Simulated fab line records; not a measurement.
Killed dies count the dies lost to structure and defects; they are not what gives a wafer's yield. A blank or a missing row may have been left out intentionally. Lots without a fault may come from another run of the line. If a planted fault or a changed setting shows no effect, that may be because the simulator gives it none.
Matching of chambers    flow nand harc    4 sister chambers for NHARC_A_STAIRCASE_CMP_472 on cmp-03
The step polishes SiO2. 8 wafers are shown with their chamber, then 6 later ones without.

WAFERS, EACH WITH ITS CHAMBER
wafer   chamber  motor current A (A)  pad life wafers
L075.4  1        10.8                 380
L079.4  1        10.3                 49
L080.3  2        11.5                 109
L082.3  0        14.2                 188
L084.2  3        10.9                 313
L084.4  0        14.1                 314
L085.4  2        11.8                 332
L088.1  3        10.5                 98

WAFERS WHOSE CHAMBER IS MISSING
wafer   motor current A (A)  pad life wafers
L088.4  10.4                 96
L094.1  10.2                 330
L094.2  13.7                 331
L095.2  9.9                  373
L095.3  11.8                 372
L096.3  13.8                 38

EACH ONE'S CHAMBER
wafer   from the rows above      in truth
L088.4  can't be placed: 1 or 3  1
L094.1  can't be placed: 1 or 3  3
L094.2  0                        0
L095.2  can't be placed: 1 or 3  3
L095.3  2                        2
L096.3  0                        0
3 of 6 placed correctly. Unplaceable from these rows: 3, with the true chamber sitting among the candidates in 3. Number placed wrongly: 0.
How it was worked out, from the rows above alone: a wafer's distance from a chamber is the root of the sum, over the readings, of the square of ((its reading less the chamber's mean) divided by the reading's scatter). If the next closest chamber is less than 2 further off than the closest, the wafer can't be placed; otherwise it belongs to the closest. Each chamber's mean is taken over the wafers shown for it. The scatter: the root of (the sum of the squares of (reading less its chamber's mean) over the shown wafers, divided by (wafers less chambers)).
